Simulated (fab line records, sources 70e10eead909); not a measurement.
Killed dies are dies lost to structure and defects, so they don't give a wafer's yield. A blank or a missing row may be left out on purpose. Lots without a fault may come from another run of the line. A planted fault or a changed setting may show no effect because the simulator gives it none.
fab line records | flow nand_harc
record lots=24 wafers=72 last_day=33
route steps=1302 shown P_CONTACT@249 P_M2@341 P_BONDPAD@365
lots that met no fault: from a run of the same line without faults
start_h: hours from the record's first day to the start of the lot's first wafer shown | wait_h: hours since the lot's step before | " the same as in the row above | L1.1+2: a row that stands for several wafers | - no value, or no start given | * or withheld: withheld | < > ~ a bound
route shown NAME@n: a module of which the file shows steps, and the number in the route of the first | usual: mean/standard deviation of fault-free wafers | same: alike in all rows | chamber/n: place in a boat | sites: the reading at each site | _std_site: their standard deviation | _edge_site: outer sites' mean less inner sites' | radius_mm: how far each site lies from the wafer's centre | mask NAME#n: copy n | behind: the tool/chamber that last shaped the wafer | hold: why the lot was held/for how many hours/how that ended | device: the transistor (n, p or np) that didn't switch | end of line: the same wafers' tests at the end of the route | a step without rows: its recipe alone | killed: dies lost to structure and defects at the first sort, not the wafer's yield | map: a wafer's dies, x killed, . not, _ none there
set.NAME: the setting as run; set.NAME@STEP: as run at that earlier step | model.NAME: the simulator's own value behind a step, which no gauge read
steps of the route over a sample of lots; a table a step, a row a wafer
services: from which hour (start_h, from the record's first day; less than 0 if before it) a tool's chamber was out of use, for how many hours, and why
## steps
# step NHARC_P_CONTACT_CMP_24
# recipe t_overpolish_s=30 target_thk_nm=200
# usual edge_zone_pressure_frac=1.000/0.0053 motor_current_A=12.4/1 overpolish_run_s=30.000/0.0083 time_to_endpoint_s=41/3.7
# columns lot.wafer tool chamber start_h wait_h edge_zone_pressure_frac motor_current_A overpolish_run_s time_to_endpoint_s
L074.2 cmp-04 2 124.51 0.6 1.004 12.6 29.979 43
L074.4 " 0 " " 0.997 11.6 30.005 48
L074.6 " 2 " " 1.002 12.1 30.016 41
L076.3 cmp-03 0 136.16 0.3 0.989 12.7 30.004 40
L076.2 " 3 " " 1.001 11.4 30.011 39
L076.5 " 1 " " 0.995 13.1 30.005 40
L075.4 cmp-03 1 136.63 0.4 0.999 13.1 29.995 42
L075.2 " 0 " " 1.006 12.6 30.002 44
L075.6 " 2 " " 0.993 12.0 30.011 41
L077.4 cmp-02 2 150.57 0.3 0.999 11.2 29.995 45
L077.3 " 3 " " 0.997 13.4 29.995 44
L077.1 " 1 " " 0.997 14.8 30.000 45
L078.1 cmp-04 1 164.66 0.5 1.000 12.7 29.998 44
L078.5 " 0 " " 0.994 11.3 30.007 45
L078.6 " 1 " " 0.997 13.2 30.005 42
L079.2 cmp-02 1 169.50 0.6 0.999 14.3 29.990 42
L079.5 " 2 " " 1.001 10.8 29.996 43
L079.6 " 3 " " 0.996 14.3 30.008 42
L081.1 cmp-03 3 185.43 0.6 0.994 11.2 29.999 37
L081.3 " 2 " " 0.996 12.3 30.010 36
L081.6 " 0 " " 1.003 13.3 30.009 36
L080.3 cmp-02 3 186.19 0.3 1.002 13.7 29.997 43
L080.1 " 0 " " 0.997 11.9 30.001 45
L080.2 " 1 " " 1.004 14.3 29.998 43
L082.2 cmp-04 2 207.29 0.6 0.999 12.9 30.006 39
L082.4 " 0 " " 1.000 11.5 30.005 47
L082.6 " 2 " " 1.001 12.0 29.995 39
L083.2 cmp-03 3 208.73 0.5 1.000 11.3 30.006 36
L083.4 " 1 " " 1.003 13.0 30.005 39
L083.5 " 0 " " 1.000 12.9 30.004 37
L084.1 cmp-03 0 224.05 0.6 0.994 12.8 30.006 39
L084.3 " 2 " " 0.998 11.8 30.004 35
L084.6 " 3 " " 1.004 11.2 29.996 37
L085.1 cmp-04 1 228.07 0.6 1.010 13.4 30.007 46
L085.2 " 2 " " 1.001 12.4 29.996 39
L085.6 " 1 " " 1.007 13.7 30.002 45
L086.4 cmp-02 2 238.61 0.4 1.007 11.5 29.987 50
L086.5 " 0 " " 0.991 12.0 30.002 48
L086.6 " 1 " " 1.006 14.0 30.000 48
L088.3 cmp-04 2 269.27 0.4 0.994 12.0 30.013 38
L088.1 " 3 " " 0.995 11.0 30.008 36
L088.5 " 0 " " 1.001 11.3 29.999 43
L087.3 cmp-02 3 269.87 0.4 1.005 14.2 29.990 42
L087.6 " 1 " " 1.001 13.6 30.005 40
L087.5 " 2 " " 1.000 10.4 30.002 42
L089.2 cmp-02 0 278.67 0.6 1.005 13.0 30.007 49
L089.4 " 1 " " 0.996 14.1 30.015 42
L089.6 " 0 " " 0.998 12.5 29.982 46
L090.1 cmp-04 0 283.96 0.5 0.993 11.1 29.987 44
L090.4 " 3 " " 1.005 11.6 29.995 36
L090.6 " 1 " " 0.987 12.5 30.001 44
L091.2 cmp-03 1 296.64 0.6 0.999 13.7 30.007 39
L091.6 " 2 " " 1.004 12.9 29.997 35
L091.5 " 3 " " 1.006 11.1 29.993 38
L092.3 cmp-03 3 301.52 0.4 0.993 11.0 29.995 36
L092.1 " 0 " " 0.995 12.8 30.005 41
L092.5 " 3 " " 0.994 11.3 29.992 37
L093.4 cmp-03 3 311.27 0.3 1.006 11.8 30.000 37
L093.3 " 1 " " 0.999 13.1 30.016 39
L093.5 " 3 " " 1.010 11.8 30.002 39
L094.3 cmp-03 0 323.58 0.4 1.000 12.9 29.989 37
L094.5 " 3 " " 0.999 11.1 30.016 37
L094.6 " 0 " " 0.996 12.7 30.006 40
L095.1 cmp-03 1 333.83 0.6 1.003 12.8 29.994 38
L095.2 " 0 " " 1.004 12.6 30.012 41
L095.6 " 1 " " 1.007 13.2 29.999 38
L096.2 cmp-02 2 343.10 0.6 0.996 10.8 29.998 43
L096.6 " 3 " " 0.999 14.1 29.998 43
L096.5 " 0 " " 1.000 12.4 29.987 43
L097.3 cmp-03 3 349.64 0.4 1.002 11.6 30.006 39
L097.4 " 0 " " 0.997 12.8 29.982 43
L097.6 " 2 " " 1.000 12.3 30.013 39
# step NHARC_P_M2_PVD_21
# recipe target_thk_a=300 chamber_pressure_pa=5 power_w=5000 substrate_temp_c=30 time_s=20.49 material=Cu
# usual throttle_valve_pct=29.5/1.3
# same time_s=20.49
# columns lot.wafer tool chamber start_h wait_h throttle_valve_pct
L074.2 pvd_sputter-03 - - - 30.6
L074.4 " - " " 30.3
L074.6 " - " " 30.4
L076.2 pvd_sputter-01 - - - 30.9
L076.3 " - " " 28.6
L076.5 " - " " 28.9
L075.2 pvd_sputter-03 - - - 31.8
L075.4 " - " " 30.1
L075.6 " - " " 31.8
L077.3 pvd_sputter-02 - - - 29.7
L077.4 " - " " 29.9
L077.1 " - " " 28.5
L078.1 pvd_sputter-01 - - - 28.7
L078.5 " - " " 27.2
L078.6 " - " " 28.7
L079.2 pvd_sputter-02 - - - 29.8
L079.5 " - " " 29.6
L079.6 " - " " 30.2
L081.3 pvd_sputter-01 - - - 27.1
L081.1 " - " " 30.7
L081.6 " - " " 27.3
L080.3 pvd_sputter-03 - - - 28.6
L080.2 " - " " 30.4
L080.1 " - " " 30.2
L082.2 pvd_sputter-03 - - - 28.4
L082.4 " - " " 30.4
L082.6 " - " " 28.3
L083.2 pvd_sputter-02 - - - 29.9
L083.4 " - " " 31.2
L083.5 " - " " 30.1
L084.1 pvd_sputter-02 - - - 29.8
L084.3 " - " " 31.0
L084.6 " - " " 28.4
L085.1 pvd_sputter-01 - - - 29.0
L085.2 " - " " 31.3
L085.6 " - " " 28.4
L086.4 pvd_sputter-03 - - - 30.3
L086.5 " - " " 28.5
L086.6 " - " " 30.3
L088.3 pvd_sputter-02 - - - 28.5
L088.1 " - " " 29.9
L088.5 " - " " 28.3
L087.3 pvd_sputter-03 - - - 28.5
L087.6 " - " " 28.6
L087.5 " - " " 30.6
L089.4 pvd_sputter-01 - - - 31.1
L089.2 " - " " 28.5
L089.6 " - " " 31.1
L090.1 pvd_sputter-03 - - - 30.5
L090.4 " - " " 30.4
L090.6 " - " " 28.3
L091.2 pvd_sputter-03 - - - 28.3
L091.5 " - " " 30.4
L091.6 " - " " 30.0
L092.3 pvd_sputter-01 - - - 28.0
L092.1 " - " " 28.3
L092.5 " - " " 31.2
L093.3 pvd_sputter-01 - - - 28.0
L093.4 " - " " 28.5
L093.5 " - " " 28.4
L094.3 pvd_sputter-01 - - - 27.9
L094.5 " - " " 31.3
L094.6 " - " " 27.9
L095.1 pvd_sputter-01 - - - 28.5
L095.2 " - " " 29.2
L095.6 " - " " 28.9
L096.2 pvd_sputter-01 - - - 27.9
L096.6 " - " " 28.4
L096.5 " - " " 28.9
L097.4 pvd_sputter-01 - - - 28.9
L097.3 " - " " 31.0
L097.6 " - " " 28.3
# step NHARC_P_M2_THK_MEAS_24
# recipe thk_meas_gauge=xrf
# usual thk_nm=144.9/1.9
# columns lot.wafer tool chamber start_h wait_h thk_nm
L074.2 film_metro-02 - 136.35 - 144.1
L074.4 " - " " 146.1
L074.6 " - " " 147.3
L076.2 film_metro-01 - 148.10 - 145.2
L076.3 " - " " 144.2
L076.5 " - " " 145.9
L075.2 film_metro-01 - 148.87 - 143.8
L075.4 " - " " 146.2
L075.6 " - " " 145.5
L077.1 film_metro-02 - 162.61 - 143.9
L077.3 " - " " 142.4
L077.4 " - " " 145.3
L078.1 film_metro-02 - 176.67 - 144.2
L078.5 " - " " 143.1
L078.6 " - " " 146.4
L079.2 film_metro-01 - 181.63 - 145.6
L079.5 " - " " 143.6
L079.6 " - " " 145.1
L081.1 film_metro-02 - 197.54 - 144.6
L081.3 " - " " 142.7
L081.6 " - " " 144.2
L080.1 film_metro-01 - 198.41 - 146.1
L080.2 " - " " 144.7
L080.3 " - " " 145.3
L082.2 film_metro-02 - 219.05 - 144.3
L082.4 " - " " 143.6
L082.6 " - " " 145.5
L083.2 film_metro-02 - 220.74 - 144.3
L083.4 " - " " 143.3
L083.5 " - " " 142.5
L084.1 film_metro-01 - 236.06 - 147.0
L084.3 " - " " 144.8
L084.6 " - " " 145.0
L085.1 film_metro-02 - 239.96 - 143.9
L085.2 " - " " 145.7
L085.6 " - " " 145.3
L086.4 film_metro-02 - 251.25 - 144.9
L086.5 " - " " 141.9
L086.6 " - " " 141.6
L088.1 film_metro-02 - 281.90 - 148.5
L088.3 " - " " 142.1
L088.5 " - " " 149.5
L087.3 film_metro-02 - 282.63 - 145.8
L087.5 " - " " 146.2
L087.6 " - " " 145.8
L089.2 film_metro-01 - 290.84 - 144.6
L089.4 " - " " 143.8
L089.6 " - " " 144.1
L090.1 film_metro-02 - 296.08 - 148.9
L090.4 " - " " 146.2
L090.6 " - " " 145.9
L091.2 film_metro-01 - 308.57 - 145.0
L091.5 " - " " 146.4
L091.6 " - " " 146.4
L092.1 film_metro-02 - 313.50 - 147.5
L092.3 " - " " 146.3
L092.5 " - " " 141.8
L093.3 film_metro-02 - 323.56 - 144.6
L093.4 " - " " 147.2
L093.5 " - " " 146.6
L094.3 film_metro-02 - 335.68 - 143.4
L094.5 " - " " 145.4
L094.6 " - " " 143.1
L095.1 film_metro-01 - 346.24 - 146.7
L095.2 " - " " 146.9
L095.6 " - " " 145.6
L096.2 film_metro-02 - 355.23 - 144.8
L096.5 " - " " 142.6
L096.6 " - " " 141.3
L097.3 film_metro-02 - 361.99 - 142.8
L097.4 " - " " 143.5
L097.6 " - " " 140.9
# step NHARC_P_M2_DEP_33
# recipe target_thk_a=300 temp_c=370 target_thk_nm=30 pressure_torr=3 flow_sccm=200 rf_w=450 material=SiCN
# usual heater_power_outer_w=333/48 heater_power_w=583/71
# columns lot.wafer tool chamber start_h wait_h heater_power_outer_w heater_power_w
L074.2 pecvd-04 1 136.70 0.1 339 626
L074.4 " 0 " " 226 459
L074.6 " 1 " " 345 618
L076.2 pecvd-03 0 148.40 0.1 286 504
L076.3 " 2 " " 282 528
L076.5 " 1 " " 347 614
L075.2 pecvd-01 1 149.21 0.1 286 461
L075.4 " 0 " " 386 665
L075.6 " 2 " " 404 659
L077.3 pecvd-03 2 162.91 0.1 254 489
L077.1 " 0 " " 331 556
L077.4 " 0 " " 330 562
L078.1 pecvd-03 0 176.97 0.1 307 527
L078.5 " 1 " " 356 639
L078.6 " 2 " " 250 488
L079.2 pecvd-03 2 182.04 0.1 316 571
L079.5 " 0 " " 360 601
L079.6 " 1 " " 295 574
L081.3 pecvd-01 0 197.89 0.1 396 693
L081.1 " 1 " " 304 480
L081.6 " 1 " " 309 483
L080.1 pecvd-01 1 198.73 0.1 299 486
L080.2 " 2 " " 385 657
L080.3 " 0 " " 339 595
L082.2 pecvd-04 1 219.40 0.1 332 598
L082.4 " 1 " " 333 596
L082.6 " 2 " " 344 630
L083.2 pecvd-04 2 221.05 0.1 331 609
L083.5 " 2 " " 328 618
L083.4 " 0 " " 302 566
L084.1 pecvd-01 1 236.37 0.1 302 488
L084.3 " 0 " " 386 668
L084.6 " 2 " " 428 701
L085.1 pecvd-01 1 240.31 0.1 320 517
L085.2 " 2 " " 396 651
L085.6 " 2 " " 405 654
L086.6 pecvd-03 0 251.68 0.2 335 573
L086.4 " 1 " " 318 592
L086.5 " 2 " " 298 560
L088.3 pecvd-01 2 282.25 0.1 358 606
L088.1 " 0 " " 376 650
L088.5 " 1 " " 275 438
L087.3 pecvd-01 2 282.98 0.1 365 611
L087.5 " 1 " " 314 518
L087.6 " 0 " " 398 680
L089.2 pecvd-03 1 291.20 0.1 330 599
L089.4 " 0 " " 338 572
L089.6 " 2 " " 317 563
L090.1 pecvd-04 2 296.43 0.1 293 556
L090.4 " 1 " " 319 595
L090.6 " 2 " " 290 570
L091.2 pecvd-01 2 308.92 0.1 395 663
L091.5 " 1 " " 305 499
L091.6 " 0 " " 388 672
L092.3 pecvd-03 2 313.83 0.1 246 489
L092.1 " 0 " " 295 527
L092.5 " 2 " " 244 489
L093.3 pecvd-04 0 323.91 0.1 298 548
L093.4 " 2 " " 328 626
L093.5 " 1 " " 388 651
L094.3 pecvd-01 0 336.16 0.2 436 745
L094.6 " 0 " " 427 729
L094.5 " 2 " " 356 546
L095.2 pecvd-04 2 346.54 0.1 309 573
L095.1 " 0 " " 290 516
L095.6 " 1 " " 327 583
L096.2 pecvd-01 0 355.58 0.1 449 738
L096.5 " 2 " " 392 658
L096.6 " 1 " " 299 487
L097.3 pecvd-03 2 362.29 0.1 252 473
L097.6 " 2 " " 247 485
L097.4 " 0 " " 305 540
# step NHARC_P_BONDPAD_OVL_MEAS_38
# usual overlay_x_nm=1/6.5 overlay_y_nm=1/7
# columns lot.wafer tool chamber start_h wait_h overlay_x_nm overlay_y_nm
L074.2 overlay-01 - 138.26 - -1 -3
L074.4 " - " " -1 -3
L074.6 " - " " -1 -3
L076.2 overlay-01 - 150.13 - 16 0
L076.3 " - " " 16 1
L076.5 " - " " 17 1
L075.2 overlay-02 - 150.77 - -1 -8
L075.4 " - " " -1 -8
L075.6 " - " " -1 -8
L077.1 overlay-02 - 164.64 - -1 13
L077.3 " - " " -1 13
L077.4 " - " " -1 13
L078.1 overlay-01 - 178.58 - 4 4
L078.5 " - " " 4 4
L078.6 " - " " 4 4
L079.2 overlay-01 - 183.70 - 5 -3
L079.5 " - " " 5 -4
L079.6 " - " " 5 -2
L081.1 overlay-02 - 199.58 - -8 -11
L081.3 " - " " -8 -12
L081.6 " - " " -8 -12
L080.1 overlay-02 - 200.59 - 3 0
L080.2 " - " " 4 0
L080.3 " - " " 4 0
L082.2 overlay-01 - 220.96 - 2 -9
L082.4 " - " " 2 -8
L082.6 " - " " 2 -9
L083.2 overlay-01 - 222.77 - -3 7
L083.4 " - " " -3 7
L083.5 " - " " -3 7
L084.1 overlay-02 - 238.06 - 7 11
L084.3 " - " " 7 11
L084.6 " - " " 7 10
L085.1 overlay-02 - 241.85 - 4 16
L085.2 " - " " 4 15
L085.6 " - " " 5 15
L086.4 overlay-01 - 253.29 - 7 1
L086.5 " - " " 8 2
L086.6 " - " " 7 1
L088.1 overlay-02 - 283.97 - -9 6
L088.3 " - " " -9 6
L088.5 " - " " -9 6
L087.3 overlay-02 - 284.54 - -2 -2
L087.5 " - " " -2 -1
L087.6 " - " " -2 -2
L089.2 overlay-01 - 292.78 - -9 -6
L089.4 " - " " -9 -6
L089.6 " - " " -9 -6
L090.1 overlay-02 - 297.97 - -7 2
L090.4 " - " " -7 2
L090.6 " - " " -7 2
L091.2 overlay-01 - 310.59 - 10 -5
L091.5 " - " " 10 -5
L091.6 " - " " 10 -5
L092.1 overlay-01 - 315.43 - 1 1
L092.3 " - " " 1 1
L092.5 " - " " 1 1
L093.3 overlay-01 - 325.46 - 6 4
L093.4 " - " " 6 4
L093.5 " - " " 6 4
L094.3 overlay-02 - 338.00 - 3 11
L094.5 " - " " 2 11
L094.6 " - " " 2 10
L095.1 overlay-02 - 348.27 - -3 -2
L095.2 " - " " -2 -3
L095.6 " - " " -2 -2
L096.2 overlay-01 - 357.26 - 12 4
L096.5 " - " " 12 4
L096.6 " - " " 12 4
L097.3 overlay-01 - 364.02 - -5 -8
L097.4 " - " " -5 -8
L097.6 " - " " -5 -8
# step NHARC_P_BONDPAD_ETCH_37
# recipe target_depth_a=600 overetch_a=180 time_s=65.91 ion_energy_ev=200 n2_flow_sccm=150 h2_flow_sccm=150 ar_flow_sccm=0 rf_w=400 bias_w=150 chemistry=N2/H2
# usual drypump_motor_current_A=5.9/0.51 n2_flow_sccm=149.9/0.46 oes_product_au=1.004/0.01 rf_vpp_V=430.6/2.1 showerhead_plenum_p_Torr=2.04/0.069 throttle_valve_pct=14.173/0.0085
# same time_s=65.91
# columns lot.wafer tool chamber start_h wait_h drypump_motor_current_A n2_flow_sccm oes_product_au rf_hours_counter_h rf_vpp_V showerhead_plenum_p_Torr throttle_valve_pct
L074.4 rie_diel-09 2 138.47 0.1 6.3 149.8 1.010 9.1 432.2 2.08 14.165
L074.2 " 0 " " 4.9 149.4 0.999 10.0 427.1 1.91 14.170
L074.6 " 3 " " 5.2 149.2 1.003 - 429.7 2.00 14.172
L076.2 rie_diel-08 0 150.35 0.1 5.5 149.1 1.009 5.6 430.0 2.00 14.167
L076.3 " 1 " " 5.9 149.9 1.016 5.7 430.4 2.07 14.178
L076.5 " 2 " " 6.7 149.6 1.022 - 431.0 2.04 14.172
L075.4 rie_diel-08 1 150.98 0.1 6.0 150.2 1.026 5.8 432.2 2.07 14.182
L075.2 " 2 " " 6.7 149.7 1.017 5.7 429.8 2.04 14.166
L075.6 " 0 " " 5.5 150.5 1.002 - 430.3 2.00 14.179
L077.1 rie_diel-08 2 164.85 0.1 6.7 149.4 1.022 6.8 431.2 2.04 14.173
L077.3 " 0 " " 5.6 150.3 1.008 6.4 429.3 2.00 14.177
L077.4 " 1 " " 6.0 149.7 1.023 6.7 432.4 2.07 14.172
L078.1 rie_diel-08 3 178.82 0.1 6.0 149.8 1.006 8.1 432.7 2.17 14.162
L078.5 " 3 " " 6.0 149.4 1.017 - 433.9 2.17 14.170
L078.6 " 0 " " 5.5 150.7 1.014 - 429.7 2.00 14.165
L079.2 rie_diel-09 0 183.92 0.1 4.9 150.2 0.994 1.6 426.0 1.91 14.169
L079.5 " 2 " " 6.4 150.4 0.999 - 431.4 2.08 14.170
L079.6 " 3 " " 5.2 150.5 0.987 - 428.1 2.00 14.170
L081.3 rie_diel-03 2 199.80 0.1 6.4 150.1 1.006 2.0 428.6 2.01 14.187
L081.1 " 3 " " 6.3 150.7 0.987 2.0 428.7 1.95 14.187
L081.6 " 0 " " 6.2 150.1 1.004 - 430.8 2.02 14.175
L080.3 rie_diel-03 1 200.80 0.1 5.8 150.0 1.009 2.3 432.2 2.14 14.167
L080.2 " 2 " " 6.4 150.1 1.006 2.1 430.5 2.01 14.191
L080.1 " 0 " " 6.2 149.7 0.998 2.2 429.5 2.02 14.182
L082.2 rie_diel-08 0 221.17 0.1 5.5 149.6 1.015 1.8 429.7 2.00 14.156
L082.4 " 3 " " 6.0 149.4 0.998 1.8 433.9 2.17 14.175
L082.6 " 1 " " 5.9 150.3 1.005 - 431.3 2.07 14.187
L083.4 rie_diel-09 0 222.99 0.1 4.9 149.2 0.986 3.6 426.9 1.91 14.177
L083.2 " 1 " " 5.4 150.1 0.994 3.7 432.0 2.04 14.183
L083.5 " 3 " " 5.2 150.1 0.998 - 431.4 2.00 14.169
L084.1 rie_diel-08 1 238.28 0.1 6.0 149.9 0.996 3.5 433.0 2.07 14.172
L084.3 " 2 " " 6.7 150.2 1.018 3.0 431.4 2.04 14.183
L084.6 " 0 " " 5.6 149.8 1.011 - 428.7 1.99 14.169
L085.1 rie_diel-09 1 242.06 0.1 5.5 149.8 0.996 4.1 431.3 2.04 14.164
L085.2 " 2 " " 6.4 150.1 1.001 4.0 431.8 2.08 14.161
L085.6 " 1 " " 5.5 150.3 0.997 - 429.3 2.04 14.173
L086.4 rie_diel-03 2 253.50 0.1 6.3 149.3 1.003 3.1 428.1 2.01 14.171
L086.5 " 1 " " 5.9 149.5 1.008 - 433.4 2.14 14.194
L086.6 " 2 " " 6.3 149.6 0.997 - 429.5 2.01 14.179
L088.3 rie_diel-09 1 284.17 0.1 5.4 149.7 0.998 6.0 430.2 2.04 14.160
L088.1 " 0 " " 4.9 150.3 1.015 6.7 427.8 1.91 14.166
L088.5 " 1 " " 5.4 149.3 1.004 - 430.9 2.04 14.184
L087.3 rie_diel-09 2 284.75 0.1 6.3 150.3 1.005 6.4 432.0 2.08 14.166
L087.6 " 1 " " 5.4 150.4 1.000 - 429.0 2.04 14.177
L087.5 " 2 " " 6.4 151.0 0.991 - 432.7 2.08 14.165
L089.4 rie_diel-08 0 292.99 0.1 5.5 150.0 1.008 5.9 429.2 2.00 14.176
L089.2 " 2 " " 6.8 150.4 1.021 4.9 431.2 2.04 14.175
L089.6 " 1 " " 5.9 150.2 0.990 - 431.1 2.07 14.171
L090.4 rie_diel-09 0 298.19 0.1 4.9 150.0 0.991 7.7 428.1 1.91 14.165
L090.1 " 2 " " 6.3 149.8 0.995 7.2 429.8 2.08 14.169
L090.6 " 0 " " 4.9 150.6 1.006 - 426.6 1.91 14.162
L091.2 rie_diel-08 2 310.82 0.1 6.7 149.5 1.024 6.3 431.2 2.04 14.168
L091.5 " 3 " " 6.0 150.7 1.001 - 435.2 2.17 14.165
L091.6 " 0 " " 5.5 150.0 1.017 - 428.5 1.99 14.164
L092.3 rie_diel-08 0 315.66 0.1 5.5 150.1 1.018 7.6 427.8 1.99 14.171
L092.1 " 1 " " 6.0 150.1 0.990 7.3 430.6 2.07 14.187
L092.5 " 3 " " 6.0 150.3 1.001 - 434.0 2.17 14.186
L093.3 rie_diel-08 2 325.68 0.1 6.7 149.3 1.027 6.8 430.0 2.04 14.161
L093.4 " 3 " " 6.0 151.0 1.000 6.3 433.9 2.17 14.162
L093.5 " 2 " " 6.7 149.2 1.016 - 429.3 2.04 14.180
L094.3 rie_diel-03 1 338.22 0.1 5.8 150.3 1.019 1.9 433.8 2.14 14.163
L094.5 " 3 " " 6.4 150.5 0.995 - 427.5 1.95 14.183
L094.6 " 0 " " 6.2 150.3 0.997 - 430.0 2.02 14.185
L095.1 rie_diel-09 2 348.50 0.1 6.4 149.9 0.997 2.1 432.2 2.08 14.179
L095.2 " 0 " " 5.0 150.3 1.006 2.1 426.3 1.91 14.179
L095.6 " 0 " " 4.9 149.4 1.006 - 427.6 1.91 14.169
L096.2 rie_diel-03 2 357.49 0.1 6.4 149.2 1.006 2.5 430.7 2.01 14.168
L096.5 " 3 " " 6.3 150.7 1.005 - 428.1 1.95 14.182
L096.6 " 0 " " 6.2 150.4 0.996 - 429.8 2.02 14.166
L097.4 rie_diel-03 1 364.23 0.1 5.9 150.6 1.007 2.8 433.0 2.14 14.190
L097.3 " 0 " " 6.2 149.0 0.987 2.7 429.6 2.02 14.173
L097.6 " 1 " " 5.8 149.9 1.010 - 434.2 2.14 14.180
## services
# columns tool chamber start_h hours kind
pvd_sputter-03 - 113.37 1.7 repair
pecvd-01 - 130.00 13.0 pm
rie_diel-09 - 143.10 9.0 pm
cmp-03 - 143.42 4.3 repair
cmp-03 - 157.08 1.6 repair
pvd_sputter-03 - 159.58 1.4 repair
cmp-03 - 162.00 4.0 pm
pvd_sputter-03 - 168.24 3.4 repair
rie_diel-08 1 170.52 16.8 repair
pecvd-03 - 185.06 13.0 pm
rie_diel-08 - 190.80 9.0 pm
pvd_sputter-01 - 226.00 10.0 pm
rie_diel-09 2 233.44 7.4 repair
pvd_sputter-03 - 235.28 4.8 repair
pecvd-03 0 258.49 15.4 repair
cmp-03 - 260.00 4.0 pm
rie_diel-08 3 299.46 7.4 repair
rie_diel-09 0 309.45 8.7 repair
pecvd-01 - 311.00 13.0 pm
rie_diel-09 - 320.10 9.0 pm
pvd_sputter-03 - 328.09 1.5 repair
rie_diel-09 1 334.70 35.7 repair
pvd_sputter-03 - 349.62 10.0 pm
cmp-03 - 358.00 4.0 pm
## key
fault none
